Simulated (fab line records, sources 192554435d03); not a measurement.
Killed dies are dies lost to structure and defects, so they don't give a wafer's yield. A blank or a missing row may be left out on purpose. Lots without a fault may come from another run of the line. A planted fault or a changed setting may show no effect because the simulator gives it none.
A struck lot beside a sound one | flow n5_finfet | 14 steps out of a route of 1938
Sound: wafers L440.1, L440.4, L440.6. Struck: wafers L446.2, L446.4, L446.6. The cause comes at the end.
At each step with rows: each side's tool, then ch and its chambers, then its first start. Under that, the readings that differ: sound wafers | struck wafers | difference of the means | sigmas: that difference in standard deviations of wafers without a fault.
alike: readings whose means differ by less than 2 such deviations, and words and numbers that are the same on both sides. not compared: withheld readings, readings that some wafer has no value for, bounds like >300 that may hide the same value, and numbers for which the record gives no deviation and whose values overlap.
The two part at a step that has a row with sigmas, a row that says differs or no value, or rows on one side only. Numbers that don't overlap but have no deviation are shown without sigmas and don't part them. A reading that every wafer of one side lacks parts them only if that side has two wafers or more.

N5_BEOL_M3_RS_MEAS_58: measures by four-point-probe.
  sound on film_metro-01, day 7 18:59; struck on film_metro-02, day 9 03:44
  alike: M3_RS
N5_BEOL_M3_INSPECT_59: inspects for defects (darkfield).
  sound on defect_inspect-01, day 7 19:01; struck on defect_inspect-01, day 9 03:45
  alike: raw_defect_count
N5_BEOL_M4_ILD_DEP_00: deposits SiOC from DEMS/O2, target thk 79 nm, time 15.3 s.
  sound on pecvd-02 ch 0,1, day 7 19:03; struck on pecvd-03 ch 0,1,2, day 9 03:47
  alike: heater_power_w, showerhead_plenum_p_Torr, throttle_valve_pct
  not compared: since_wet_clean_h
N5_BEOL_M4_THK_MEAS_01:
  sound on film_metro-02, day 7 19:07; struck on film_metro-01, day 9 03:52
  alike: M4_ILD_THK
N5_BEOL_M4_PECVD_72: deposits SiO2 from TEOS/O2, target thk 16 nm, time 18 s.
  sound on pecvd-03 ch 0,2, day 7 19:09; struck on pecvd-04 ch 0,1,2, day 9 03:53
  alike: heater_power_w, showerhead_plenum_p_Torr, throttle_valve_pct
  not compared: since_wet_clean_h
N5_BEOL_M4_HM_DEP_02: deposits TiN, target thk 20 nm.
  sound on pvd_sputter-02, day 7 19:22; struck on pvd_sputter-01, day 9 04:37
  alike: throttle_valve_pct
then, 6 steps without rows for these wafers: N5_BEOL_M4_COAT_61 (time 60 s, resist thk 60 nm); N5_BEOL_M4_COAT_62 (time 60 s, resist thk 12 nm); N5_BEOL_M4_COAT_73 (time 60 s, resist thk 5 nm); N5_BEOL_M4_COAT_05 (resist thk 30 nm); N5_BEOL_M4_EBR_07; N5_BEOL_M4_SOFTBAKE_06 (time 60 s).
N5_BEOL_M4_EXPOSE_08: exposes mask M4.
  sound on euv_scanner-01 ch 0, day 7 19:45; struck on euv_scanner-01, day 9 05:01
  no value came back on the struck wafers for dipole_opening_deg (degrees), exposure_dose_mJ_cm2; on the sound wafers dipole_opening_deg (degrees) reads 79.7 79.7 79.7
  alike: mask
then, 1 step without rows for these wafers: N5_BEOL_M4_PEB_09 (peb time 60 s).

WHERE THEY PART
Only at N5_BEOL_M4_EXPOSE_08, within this record.

WHY: what the simulator had put in
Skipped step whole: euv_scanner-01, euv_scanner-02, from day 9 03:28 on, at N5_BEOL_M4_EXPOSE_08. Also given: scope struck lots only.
